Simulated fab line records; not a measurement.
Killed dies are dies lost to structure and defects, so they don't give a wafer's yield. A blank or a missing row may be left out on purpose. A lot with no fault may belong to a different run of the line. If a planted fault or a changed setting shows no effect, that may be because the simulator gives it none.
fab line records    flow nandHarc
record: lots: 6  wafers: 18  lastDay: 34
route steps=1302 shown A_CONTACT@1081 END@1302
lots that met no fault: from a run of the same line without faults
startH: start of the lot's first displayed wafer, in hours after the record's first day    waitH: how many hours have passed since the lot's step before this one    " repeats the value in the row above    L1.1+2: several wafers, shown together as one row    - no value present, or no start provided    * or withheld: withheld    < > ~ a bound
route shown NAME@n: NAME is a module with steps in the file, n the number in the route of the first one    usual: mean/standard deviation of fault-free wafers    same: alike in all rows    chamber/n: place in a boat    sites: per-site readings    _std_site: the values' standard deviation    _edge_site: mean of outer sites minus mean of inner sites    radiusMm: for every site, how far away it sits from the centre of the wafer    mask NAME#n: copy n    behind: the most recent tool/chamber to have shaped the wafer    hold: what put the lot on hold/how long, in hours/how the hold closed    device: the n, p or np transistor that did not switch    end of line: the same wafers' tests at the end of the route    a step given without rows: its recipe and nothing more    killed: at the first sort, the dies lost to defects and structure; wafer yield is something else    map: a wafer's dies, x killed, . not, _ none there
set.NAME: the setting as run; set.NAME@STEP: as run at that earlier step    model.NAME: the simulator's own value behind a step, which no gauge read
lots seen at some steps along the route; tables by step, rows by wafer
services: the hour from which a tool's chamber was out of use, counted from the record's first day as startH (under 0 if before that day), plus the number of hours and why
== steps ==
step: NHARC_A_CONTACT_DESCUM_13
recipe: timeS: 3  o2FlowSccm: 200  arFlowSccm: 0  biasPowerW: 0  chemistry: O2
step: NHARC_A_CONTACT_ETCH_88
recipe: targetDepthA: 390  overEtchFrac: 0.3  timeS: 65  ionEnergyEv: 80  cf4FlowSccm: 150  arFlowSccm: 0  rfW: 300  biasW: 100  chemistry: CF4
step: NHARC_A_CONTACT_ETCH_89
recipe: targetDepthA: 2600  overEtchFrac: 0.3  timeS: 475.3  ionEnergyEv: 200  n2FlowSccm: 150  h2FlowSccm: 150  arFlowSccm: 0  rfW: 400  biasW: 150  chemistry: N2/H2
step: NHARC_A_CONTACT_ETCH_30
recipe: targetDepthA: 726  timeS: 36.3  cf4FlowSccm: 100  chf3FlowSccm: 30  arFlowSccm: 0  rfW: 500  biasW: 200  chemistry: CF4/CHF3
usual: cf4FlowSccm: 100.0/0.3  drypumpMotorCurrentA: 5.7/0.4  oesProductAu: 0.933/0.015  rfFwdPowerW: 494.9/1.6  rfVppV: 369.7/1.3  showerheadPlenumPTorr: 1.55/0.03  throttleValvePct: 16.801/0.0087
lot.wafer  tool        chamber  startH  waitH  cf4FlowSccm  drypumpMotorCurrentA  oesProductAu  rfFwdPowerW  rfHoursCounterH  rfVppV  showerheadPlenumPTorr  throttleValvePct
L701.3     rieDiel-03  1        -       -      99.9         5.6                   0.930         495.5        30               368.7   1.53                   16.814
L701.6     "           3        "       "      99.8         5.3                   0.932         495.6        -                370.7   1.56                   16.811
L701.5     "           0        "       "      100.0        5.4                   0.924         493.9        -                368.7   1.56                   16.807
L703.4     rieDiel-12  0        -       -      99.6         5.7                   0.925         496.7        6                370.3   1.57                   16.804
L703.3     "           1        "       "      100.0        5.9                   0.921         492.9        6                371.1   1.57                   16.810
L703.2     "           3        "       "      100.4        5.9                   0.902         490.1        6                374.1   1.68                   16.804
L704.2     rieDiel-02  2        660.49  -      100.1        5.8                   0.943         496.7        31               369.3   1.52                   16.791
L704.4     "           3        "       "      99.6         5.3                   0.922         491.5        27               369.7   1.61                   16.792
L704.1     "           0        "       "      100.2        6.1                   0.924         489.2        24               374.0   1.65                   16.816
L711.3     rieDiel-03  1        -       -      100.2        5.6                   0.936         494.5        17               368.0   1.53                   16.807
L711.1     "           0        "       "      99.8         5.4                   0.930         496.2        14               369.0   1.55                   16.796
L711.5     "           1        "       "      99.8         5.6                   0.932         495.2        -                368.5   1.53                   16.803
L712.3     rieDiel-03  2        -       -      99.9         6.3                   0.930         494.5        14               367.7   1.51                   16.806
L712.1     "           0        "       "      100.1        5.4                   0.922         497.6        18               370.2   1.55                   16.792
L712.5     "           0        "       "      100.4        5.4                   0.921         496.3        -                370.4   1.55                   16.801
L713.1     rieDiel-03  0        -       -      100.1        5.4                   0.945         495.1        23               369.9   1.55                   16.801
L713.2     "           2        "       "      100.0        6.3                   0.948         495.1        18               369.2   1.51                   16.802
L713.3     "           3        "       "      100.5        5.3                   0.934         495.5        24               369.0   1.55                   16.806
step: NHARC_A_CONTACT_ETCH_31
recipe: targetDepthA: 28000  overEtchFrac: 0.3  timeS: 728  ionEnergyEv: 150  o2FlowSccm: 400  cosFlowSccm: 20  arFlowSccm: 0  rfW: 500  biasW: 300  chemistry: O2/COS
step: NHARC_A_CONTACT_ETCH_134
recipe: sourceW: withheld  pressureMtorr: 20  biasV: withheld  timeS: 140  targetDepthA: 7000  arFlowSccm: withheld  c4f8FlowSccm: withheld  o2FlowSccm: withheld  chemistry: C4F8/O2/Ar
lot.wafer  tool           chamber  startH  waitH  rfHoursCounterH
L701.3     harCapEtch-02  1        630.76  -      -
L701.6     "              0        "       "      -
L701.5     "              1        "       "      -
L703.2     harCapEtch-01  1        656.30  -      25
L703.3     "              1        "       "      -
L703.4     "              0        "       "      -
L704.1     harCapEtch-03  1        661.11  -      73
L704.2     "              0        "       "      73
L704.4     "              1        "       "      -
L711.1     harCapEtch-02  0        728.97  -      123
L711.3     "              0        "       "      -
L711.5     "              0        "       "      -
L712.1     harCapEtch-01  0        742.95  -      42
L712.3     "              1        "       "      -
L712.5     "              0        "       "      -
L713.2     harCapEtch-01  1        758.59  -      44
L713.1     "              0        "       "      44
L713.3     "              0        "       "      -
step: NHARC_A_CONTACT_ETCH_135
recipe: sourceW: withheld  pressureMtorr: 20  biasV: 1200  timeS: 311  targetDepthA: 19120  arFlowSccm: withheld  c4f8FlowSccm: withheld  o2FlowSccm: withheld  chemistry: C4F8/O2/Ar
step: NHARC_A_CONTACT_ETCH_136
recipe: sourceW: withheld  pressureMtorr: 20  biasV: 1200  timeS: 311  targetDepthA: 19120  arFlowSccm: withheld  c4f8FlowSccm: withheld  o2FlowSccm: withheld  chemistry: C4F8/O2/Ar
step: NHARC_A_CONTACT_ETCH_137
recipe: sourceW: withheld  pressureMtorr: 20  biasV: 1200  timeS: 311  targetDepthA: 19120  arFlowSccm: withheld  c4f8FlowSccm: withheld  o2FlowSccm: withheld  chemistry: C4F8/O2/Ar
lot.wafer  tool           chamber  startH  waitH  rfHoursCounterH
L701.3     harCapEtch-02  1        631.55  0.2    -
L701.6     "              0        "       "      -
L701.5     "              1        "       "      -
L703.2     harCapEtch-01  1        657.28  0.3    26
L703.3     "              1        "       "      -
L703.4     "              0        "       "      -
L704.1     harCapEtch-03  1        661.86  0.2    74
L704.2     "              0        "       "      74
L704.4     "              1        "       "      -
L711.1     harCapEtch-02  0        729.72  0.2    124
L711.3     "              0        "       "      -
L711.5     "              0        "       "      -
L712.1     harCapEtch-01  0        743.70  0.2    42
L712.3     "              1        "       "      -
L712.5     "              0        "       "      -
L713.2     harCapEtch-01  1        759.34  0.2    45
L713.1     "              0        "       "      45
L713.3     "              0        "       "      -
step: NHARC_A_CONTACT_ETCH_138
recipe: sourceW: withheld  pressureMtorr: 20  biasV: 1200  timeS: 311  targetDepthA: 19140  arFlowSccm: withheld  c4f8FlowSccm: withheld  o2FlowSccm: withheld  chemistry: C4F8/O2/Ar
lot.wafer  tool           chamber  startH  waitH  rfHoursCounterH
L701.3     harCapEtch-02  1        631.82  0.2    -
L701.6     "              0        "       "      -
L701.5     "              1        "       "      -
L703.2     harCapEtch-01  1        657.65  0.3    26
L703.3     "              1        "       "      -
L703.4     "              0        "       "      -
L704.1     harCapEtch-03  1        662.13  0.2    74
L704.2     "              0        "       "      74
L704.4     "              1        "       "      -
L711.1     harCapEtch-02  0        729.99  0.2    124
L711.3     "              0        "       "      -
L711.5     "              0        "       "      -
L712.1     harCapEtch-01  0        743.97  0.2    42
L712.3     "              1        "       "      -
L712.5     "              0        "       "      -
L713.2     harCapEtch-01  1        759.61  0.2    45
L713.1     "              0        "       "      45
L713.3     "              0        "       "      -
step: NHARC_A_CONTACT_ETCH_139
recipe: sourceW: withheld  pressureMtorr: 20  biasV: 400  timeS: 195  targetDepthA: 8400  arFlowSccm: withheld  c4f8FlowSccm: 11.5  o2FlowSccm: 7.2  chemistry: C4F8/O2/Ar
step: NHARC_A_CONTACT_ETCH_92
recipe: targetDepthA: 400  overEtchFrac: 0.5  timeS: 85.7  ionEnergyEv: 120  ch3fFlowSccm: 50  o2FlowSccm: 30  arFlowSccm: 200  rfW: 500  biasW: 100  chemistry: CH3F/O2
usual: drypumpMotorCurrentA: 5.7/0.33  oesProductAu: 0.938/0.028  rfFwdPowerW: 497.2/1.5  rfVppV: 244.1/1.4  showerheadPlenumPTorr: 2.44/0.074  throttleValvePct: 20.664/0.0097
lot.wafer  tool        chamber  startH  waitH  drypumpMotorCurrentA  oesProductAu  rfFwdPowerW  rfHoursCounterH  rfVppV  showerheadPlenumPTorr  throttleValvePct
L701.3     rieDiel-12  1        632.53  0.4    5.9                   0.999         496.7        0                244.1   2.46                   20.672
L701.5     "           0        "       "      5.7                   0.995         498.2        -                244.5   2.45                   20.667
L701.6     "           1        "       "      5.8                   0.998         495.7        -                244.0   2.46                   20.666
L703.4     rieDiel-03  1        658.65  0.4    5.6                   0.929         497.7        3                243.3   2.39                   20.659
L703.3     "           2        "       "      6.3                   0.945         497.7        2                242.0   2.37                   20.667
L703.2     "           0        "       "      5.4                   0.911         499.1        3                245.0   2.43                   20.658
L704.2     rieDiel-03  2        662.96  0.5    6.4                   0.942         494.8        3                241.6   2.37                   20.660
L704.4     "           0        "       "      5.4                   0.916         500.7        5                243.4   2.43                   20.680
L704.1     "           1        "       "      5.6                   0.922         498.7        5                244.2   2.39                   20.662
L711.1     rieDiel-12  2        730.82  0.5    5.7                   0.926         497.5        35               244.6   2.48                   20.676
L711.3     "           1        "       "      5.9                   0.932         498.1        33               243.3   2.45                   20.681
L711.5     "           2        "       "      5.7                   0.925         498.6        -                243.7   2.48                   20.660
L712.1     rieDiel-12  0        744.79  0.5    5.7                   0.920         498.6        31               245.3   2.44                   20.682
L712.3     "           1        "       "      5.9                   0.926         496.2        36               243.2   2.45                   20.658
L712.5     "           0        "       "      5.7                   0.926         495.8        -                244.6   2.44                   20.665
L713.3     rieDiel-03  1        760.44  0.4    5.6                   0.997         493.7        23               243.2   2.38                   20.666
L713.1     "           2        "       "      6.3                   0.932         499.5        19               242.8   2.36                   20.666
L713.2     "           0        "       "      5.4                   0.933         494.0        24               243.6   2.42                   20.669
step: NHARC_A_CONTACT_ETCH_98
recipe: targetDepthA: 200  overEtchFrac: 0.5  timeS: 10  ionEnergyEv: 250  c4f6FlowSccm: 25  o2FlowSccm: 20  arFlowSccm: 500  rfW: 600  biasW: 500  chemistry: C4F6/O2
usual: drypumpMotorCurrentA: 5.7/0.33  oesProductAu: 0.956/0.02  rfFwdPowerW: 588.1/2.8  rfVppV: 546.5/2.4  showerheadPlenumPTorr: 3.91/0.11  throttleValvePct: 26.902/0.0087
lot.wafer  tool        chamber  startH  waitH  drypumpMotorCurrentA  oesProductAu  rfFwdPowerW  rfHoursCounterH  rfVppV  showerheadPlenumPTorr  throttleValvePct
L701.3     rieDiel-12  0        632.65  -      5.7                   0.997         586.6        0                546.3   3.92                   26.913
L701.5     "           0        "       "      5.7                   0.984         586.6        -                547.2   3.92                   26.898
L701.6     "           1        "       "      5.8                   0.999         586.8        -                547.6   3.93                   26.905
L703.2     rieDiel-03  0        658.92  -      5.4                   0.685         592.0        3                544.3   3.88                   26.889
L703.4     "           1        "       "      5.6                   0.958         587.1        4                544.2   3.82                   26.903
L703.3     "           2        "       "      6.3                   0.972         589.7        3                543.9   3.78                   26.882
L704.4     rieDiel-03  3        663.09  -      5.3                   0.953         587.4        3                546.2   3.89                   26.908
L704.2     "           0        "       "      5.4                   0.673         590.6        5                545.1   3.88                   26.911
L704.1     "           2        "       "      6.3                   0.954         585.2        3                543.0   3.78                   26.919
L711.1     rieDiel-12  0        730.96  -      5.7                   0.952         588.4        28               546.0   3.90                   26.897
L711.3     "           1        "       "      5.9                   0.950         583.9        33               547.7   3.91                   26.909
L711.5     "           0        "       "      5.7                   0.947         586.0        -                545.8   3.90                   26.911
L712.3     rieDiel-12  0        744.93  -      5.7                   0.945         588.4        31               545.8   3.90                   26.902
L712.1     "           2        "       "      5.7                   0.939         590.5        38               547.2   3.96                   26.900
L712.5     "           3        "       "      5.9                   0.933         586.8        -                549.7   4.17                   26.889
L713.1     rieDiel-03  2        760.58  -      6.3                   0.954         589.0        19               542.7   3.77                   26.907
L713.3     "           3        "       "      5.3                   0.936         587.6        25               545.8   3.87                   26.890
L713.2     "           0        "       "      5.4                   0.936         589.1        24               545.5   3.87                   26.913
step: NHARC_A_CONTACT_CD_MEAS_15
usual: cdNm: 190.0/0.57
lot.wafer  tool      chamber  startH  waitH  cdNm
L701.3     cdSem-02  -        632.73  -      189.6
L701.5     "         -        "       "      189.9
L701.6     "         -        "       "      189.5
L703.2     cdSem-03  -        659.00  -      189.4
L703.3     "         -        "       "      190.0
L703.4     "         -        "       "      190.6
L704.1     cdSem-01  -        663.17  -      191.9
L704.2     "         -        "       "      190.3
L704.4     "         -        "       "      190.5
L711.1     cdSem-01  -        731.04  -      190.6
L711.3     "         -        "       "      191.2
L711.5     "         -        "       "      190.5
L712.1     cdSem-01  -        745.01  -      190.3
L712.3     "         -        "       "      190.8
L712.5     "         -        "       "      190.5
L713.1     cdSem-01  -        760.66  -      189.3
L713.2     "         -        "       "      190.1
L713.3     "         -        "       "      189.9
step: NHARC_END_SORT_01
recipe: tempC: 25
usual: killedAtArray: 56/19  killedAtOther: 0.8/1.1  killedAtPeriphery: 3.4/2.5  killedDies: 60/19  killedOpen: 2.9/1.7  killedShort: 2.4/1.6
same: grossDies: 677
lot.wafer  tool       chamber  startH  waitH  hold                     killedAtArray  killedAtOther  killedAtPeriphery  killedDies  killedOpen  killedShort
L701.3     prober-01  0        682.93  3.1    -                        63             3              6                  72          4           1
L701.5     prober-01  0        684.54  3.7    -                        46             1              8                  55          5           2
L701.6     prober-01  0        685.35  4.0    -                        51             0              4                  55          2           0
L704.1     prober-02  0        709.12  2.6    awaitDispo/2.6h/release  28             0              3                  31          4           3
L704.2     prober-02  0        709.91  2.8    awaitDispo/2.6h/release  673            1              3                  677         3           2
L704.4     prober-02  0        711.49  3.4    awaitDispo/2.6h/release  27             1              2                  30          2           1
L703.2     prober-01  0        709.83  2.8    awaitDispo/2.1h/release  677            0              0                  677         2           1
L703.3     prober-01  0        710.63  3.1    awaitDispo/2.1h/release  49             0              5                  54          5           2
L703.4     prober-01  0        711.43  3.4    awaitDispo/2.1h/release  45             0              4                  49          1           2
L711.1     prober-02  0        779.29  2.5    -                        59             0              4                  63          5           2
L711.3     prober-02  0        780.88  3.1    -                        57             0              3                  60          3           2
L711.5     prober-02  0        782.47  3.7    -                        53             1              1                  55          1           4
L712.1     prober-01  0        793.53  2.5    -                        49             1              4                  54          4           5
L712.3     prober-01  0        795.13  3.1    -                        36             0              6                  42          3           1
L712.5     prober-01  0        796.74  3.7    -                        56             1              2                  59          3           4
L713.1     prober-02  0        807.50  2.5    -                        67             3              2                  72          4           1
L713.2     prober-02  0        808.30  2.8    -                        64             0              4                  68          4           1
L713.3     prober-02  0        809.10  3.1    -                        56             0              3                  59          0           3
killed by level:class
L701.3 A_SLIT:chamberFilmFlake=37 A_CONTACT:chamberFilmFlake=10 A_CHANNEL_HOLE_D1:chamberFilmFlake=7 P_M2:chamberFilmFlake=5 A_STAIRCASE:chamberFilmFlake=2 THIN_TSV:chamberFilmFlake=2 P_GATE:geometricParticle:open=1 A_SGD_CUT:geometricParticle:open=1
L701.5 A_SLIT:chamberFilmFlake=31 A_CONTACT:chamberFilmFlake=5 P_M2:chamberFilmFlake=3 A_CHANNEL_HOLE_D1:chamberFilmFlake=3 A_CHANNEL_FILL_D1:geometricParticle:open=2 P_M1:chamberFilmFlake=2 P_CONTACT:geometricParticle:open=1 P_M2:geometricParticle:open=1
L701.6 A_SLIT:chamberFilmFlake=33 A_CONTACT:chamberFilmFlake=8 P_M2:chamberFilmFlake=3 A_CHANNEL_HOLE_D1:chamberFilmFlake=2 A_DECK1_JOINT:chamberFilmFlake=2 A_CHANNEL_FILL_D2:chamberFilmFlake=2 A_CHANNEL_FILL_D1:geometricParticle:open=1 A_M0:geometricParticle:open=1
L704.1 A_CHANNEL_HOLE_D1:chamberFilmFlake=8 A_CONTACT:chamberFilmFlake=4 A_STAIRCASE:chamberFilmFlake=4 P_GATE:chamberFilmFlake=2 A_SLIT:chamberFilmFlake=2 A_WL_FILL:chamberFilmFlake=2 P_CONTACT:geometricParticle:open=1 A_ONON_D1:geometricParticle:short=1
L703.2 A_CONTACT:areaEtch=641 A_CHANNEL_HOLE_D2:chamberFilmFlake=17 A_CONTACT:chamberFilmFlake=4 A_CHANNEL_HOLE_D1:chamberFilmFlake=3 A_SLIT:chamberFilmFlake=3 A_M1:chamberFilmFlake=3 A_DECK1_JOINT:chamberFilmFlake=2 A_CHANNEL_HOLE_D1:geometricParticle:short=1
L704.2 A_CONTACT:areaEtch=642 A_CHANNEL_HOLE_D1:chamberFilmFlake=13 A_SLIT:chamberFilmFlake=5 A_STAIRCASE:chamberFilmFlake=3 A_CONTACT:chamberFilmFlake=3 P_GATE:chamberFilmFlake=2 A_DECK1_JOINT:chamberFilmFlake=2 P_CONTACT:geometricParticle:open=1
L703.3 A_CHANNEL_HOLE_D2:chamberFilmFlake=22 A_CONTACT:chamberFilmFlake=7 A_CHANNEL_HOLE_D1:chamberFilmFlake=6 A_STAIRCASE:chamberFilmFlake=4 A_SLIT:chamberFilmFlake=3 A_ONON_D1:geometricParticle:short=2 A_M0:geometricParticle:open=2 P_ZERO_WELL:chamberFilmFlake=2
L703.4 A_CHANNEL_HOLE_D2:chamberFilmFlake=19 A_CHANNEL_HOLE_D1:chamberFilmFlake=10 A_STAIRCASE:chamberFilmFlake=5 A_SLIT:chamberFilmFlake=4 A_CONTACT:chamberFilmFlake=4 P_STI:chamberFilmFlake=2 P_STI:geometricParticle:short=1 A_SOURCE_PLATE:geometricParticle:open=1
L704.4 A_CHANNEL_HOLE_D1:chamberFilmFlake=10 A_CONTACT:chamberFilmFlake=7 A_SLIT:chamberFilmFlake=4 A_WL_FILL:chamberFilmFlake=2 P_CONTACT:geometricParticle:open=1 A_WL_FILL:geometricParticle:short=1 A_M0:geometricParticle:open=1 P_GATE:chamberFilmFlake=1
L711.1 A_SLIT:chamberFilmFlake=38 A_CONTACT:chamberFilmFlake=7 A_CHANNEL_FILL_D2:chamberFilmFlake=3 A_CHANNEL_FILL_D1:chamberFilmFlake=2 A_STAIRCASE:chamberFilmFlake=2 P_CONTACT:geometricParticle:open=1 P_M0:geometricParticle:open=1 A_SOURCE_PLATE:geometricParticle:short=1
L711.3 A_SLIT:chamberFilmFlake=31 A_CONTACT:chamberFilmFlake=8 A_CHANNEL_FILL_D1:chamberFilmFlake=4 A_CHANNEL_HOLE_D1:unspecified=3 A_STAIRCASE:chamberFilmFlake=3 P_GATE:geometricParticle:open=1 A_ONON_D1:geometricParticle:open=1 A_CHANNEL_FILL_D1:geometricParticle:short=1
L711.5 A_SLIT:chamberFilmFlake=31 A_CONTACT:chamberFilmFlake=7 A_CHANNEL_FILL_D1:chamberFilmFlake=4 A_CHANNEL_FILL_D2:chamberFilmFlake=3 A_CHANNEL_FILL_D1:geometricParticle:short=1 A_ONON_D2:geometricParticle:short=1 A_CHANNEL_HOLE_D2:geometricParticle:short=1 A_WL_FILL:geometricParticle:short=1
L712.1 A_CHANNEL_HOLE_D1:chamberFilmFlake=16 A_SLIT:chamberFilmFlake=13 A_STAIRCASE:chamberFilmFlake=6 A_DECK1_JOINT:geometricParticle:short=3 P_GATE:chamberFilmFlake=3 A_CONTACT:chamberFilmFlake=3 A_WL_FILL:geometricParticle:short=2 P_M0:geometricParticle:open=1
L712.3 A_CHANNEL_HOLE_D1:chamberFilmFlake=18 A_SLIT:chamberFilmFlake=5 P_GATE:chamberFilmFlake=4 A_STAIRCASE:chamberFilmFlake=4 A_CHANNEL_HOLE_D2:chamberFilmFlake=2 A_WL_FILL:chamberFilmFlake=2 P_M0:geometricParticle:open=1 A_CHANNEL_FILL_D1:geometricParticle:short=1
L712.5 A_CHANNEL_HOLE_D1:chamberFilmFlake=28 A_STAIRCASE:chamberFilmFlake=8 A_SLIT:chamberFilmFlake=7 A_WL_FILL:chamberFilmFlake=2 P_GATE:chamberFilmFlake=2 A_SOURCE_PLATE:geometricParticle:open=1 A_SOURCE_PLATE:geometricParticle:short=1 A_WL_FILL:geometricParticle:open=1
L713.1 A_CHANNEL_HOLE_D2:chamberFilmFlake=33 A_SLIT:chamberFilmFlake=12 A_CONTACT:chamberFilmFlake=6 A_SGD_CUT:chamberFilmFlake=5 A_CHANNEL_FILL_D1:chamberFilmFlake=4 THIN_TSV:chamberFilmFlake=3 P_GATE:chamberFilmFlake=2 A_ONON_D1:geometricParticle:open=1
L713.2 A_CHANNEL_HOLE_D2:chamberFilmFlake=32 A_SLIT:chamberFilmFlake=7 A_STAIRCASE:chamberFilmFlake=6 A_SGD_CUT:chamberFilmFlake=6 A_CONTACT:chamberFilmFlake=4 P_ZERO_WELL:chamberFilmFlake=3 A_CHANNEL_FILL_D1:chamberFilmFlake=2 A_CHANNEL_HOLE_D1:geometricParticle:short=1
L713.3 A_CHANNEL_HOLE_D2:chamberFilmFlake=35 A_SLIT:chamberFilmFlake=10 A_SGD_CUT:chamberFilmFlake=3 A_WL_FILL:geometricParticle:short=2 A_CHANNEL_FILL_D2:chamberFilmFlake=2 A_SLIT:geometricParticle:short=1 P_ZERO_WELL:chamberFilmFlake=1 P_GATE:chamberFilmFlake=1
map L703.2 (x killed, . not)
____________x____________
_________xxxxxxx_________
_______xxxxxxxxxxx_______
______xxxxxxxxxxxxx______
_____xxxxxxxxxxxxxxx_____
____xxxxxxxxxxxxxxxxx____
____xxxxxxxxxxxxxxxxx____
___xxxxxxxxxxxxxxxxxxx___
___xxxxxxxxxxxxxxxxxxx___
__xxxxxxxxxxxxxxxxxxxxx__
__xxxxxxxxxxxxxxxxxxxxx__
_xxxxxxxxxxxxxxxxxxxxxxx_
_xxxxxxxxxxxxxxxxxxxxxxx_
_xxxxxxxxxxxxxxxxxxxxxxx_
_xxxxxxxxxxxxxxxxxxxxxxx_
_xxxxxxxxxxxxxxxxxxxxxxx_
xxxxxxxxxxxxxxxxxxxxxxxxx
xxxxxxxxxxxxxxxxxxxxxxxxx
xxxxxxxxxxxxxxxxxxxxxxxxx
xxxxxxxxxxxxxxxxxxxxxxxxx
xxxxxxxxxxxxxxxxxxxxxxxxx
_xxxxxxxxxxxxxxxxxxxxxxx_
_xxxxxxxxxxxxxxxxxxxxxxx_
_xxxxxxxxxxxxxxxxxxxxxxx_
_xxxxxxxxxxxxxxxxxxxxxxx_
_xxxxxxxxxxxxxxxxxxxxxxx_
__xxxxxxxxxxxxxxxxxxxxx__
__xxxxxxxxxxxxxxxxxxxxx__
___xxxxxxxxxxxxxxxxxxx___
___xxxxxxxxxxxxxxxxxxx___
____xxxxxxxxxxxxxxxxx____
____xxxxxxxxxxxxxxxxx____
_____xxxxxxxxxxxxxxx_____
______xxxxxxxxxxxxx______
_______xxxxxxxxxxx_______
_________xxxxxxx_________
____________x____________
map L704.2 (x killed, . not)
____________x____________
_________xxxxxxx_________
_______xxxxxxxxxxx_______
______xxxxxxxxxxxxx______
_____xxxxxxxxxxxxxxx_____
____xxxxxxxxxxxxxxxxx____
____xxxxxxxxxxxxxxxxx____
___xxxxxxxxxxxxxxxxxxx___
___xxxxxxxxxxxxxxxxxxx___
__xxxxxxxxxxxxxxxxxxxxx__
__xxxxxxxxxxxxxxxxxxxxx__
_xxxxxxxxxxxxxxxxxxxxxxx_
_xxxxxxxxxxxxxxxxxxxxxxx_
_xxxxxxxxxxxxxxxxxxxxxxx_
_xxxxxxxxxxxxxxxxxxxxxxx_
_xxxxxxxxxxxxxxxxxxxxxxx_
xxxxxxxxxxxxxxxxxxxxxxxxx
xxxxxxxxxxxxxxxxxxxxxxxxx
xxxxxxxxxxxxxxxxxxxxxxxxx
xxxxxxxxxxxxxxxxxxxxxxxxx
xxxxxxxxxxxxxxxxxxxxxxxxx
_xxxxxxxxxxxxxxxxxxxxxxx_
_xxxxxxxxxxxxxxxxxxxxxxx_
_xxxxxxxxxxxxxxxxxxxxxxx_
_xxxxxxxxxxxxxxxxxxxxxxx_
_xxxxxxxxxxxxxxxxxxxxxxx_
__xxxxxxxxxxxxxxxxxxxxx__
__xxxxxxxxxxxxxxxxxxxxx__
___xxxxxxxxxxxxxxxxxxx___
___xxxxxxxxxxxxxxxxxxx___
____xxxxxxxxxxxxxxxxx____
____xxxxxxxxxxxxxxxxx____
_____xxxxxxxxxxxxxxx_____
______xxxxxxxxxxxxx______
_______xxxxxxxxxxx_______
_________xxxxxxx_________
____________x____________
== services ==
tool           chamber  startH  hours  kind
rieDiel-03     0        615.12  -      clean
rieDiel-03     1        615.12  -      clean
rieDiel-03     2        615.12  -      clean
rieDiel-03     3        615.12  -      clean
rieDiel-03     2        622.41  1.5    repair
rieDiel-12     -        622.96  9.0    pm
rieDiel-03     -        635.32  9.0    pm
rieDiel-03     0        635.32  9.0    ventCycle
rieDiel-03     1        635.32  9.0    ventCycle
rieDiel-03     2        635.32  9.0    ventCycle
rieDiel-03     3        635.32  9.0    ventCycle
rieDiel-03     0        644.32  -      clean
rieDiel-03     1        644.32  -      clean
rieDiel-03     2        644.32  -      clean
rieDiel-03     -        660.49  0.7    repair
rieDiel-12     0        679.56  14.0   repair
rieDiel-03     0        698.57  9.7    repair
rieDiel-03     2        712.15  28.9   repair
rieDiel-03     3        719.20  1.4    repair
rieDiel-03     1        737.83  9.3    repair
rieDiel-02     1        744.31  4.3    repair
rieDiel-02     -        747.90  9.0    pm
harCapEtch-02  -        754.93  17.0   pm
rieDiel-03     1        755.20  4.9    repair
== key ==
firstSign: step: NHARC_A_CONTACT_ETCH_98  reading: oesProductAu  direction: down  sigmas: 14  usual: 0.956  struck: 0.679
effect: step: NHARC_END_SORT_01  reading: killedAtArray  direction: up  sigmas: 33  usual: 56  struck: 675
moreKillsBornAt: NHARC_A_CONTACT_ETCH_98@rieDiel-03: 1283
metAt NHARC_A_CONTACT_ETCH_98
struckWafers L703.2,L704.2
laterRowsLeftOut L703.2,L704.2
testerLeftOut L703,L704
fault: kind: processParameterDrift  tool: rieDiel-03  chamber: 0  onsetH: 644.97  steps: NHARC_A_CONTACT_ETCH_98  channel: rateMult  offset: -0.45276  shape: step  endH: 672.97
testerLeftOut: of these lots the tester's yield and bins aren't shown, on N5 and GAA mostly nor the transistor test; their killed dies are dies lost to structure and defects alone, not to doping, threshold or leakage, so they don't give the yield
laterRowsLeftOut: the simulator's readings of these wafers behind a module that went badly wrong aren't trusted and aren't shown, but for the sort
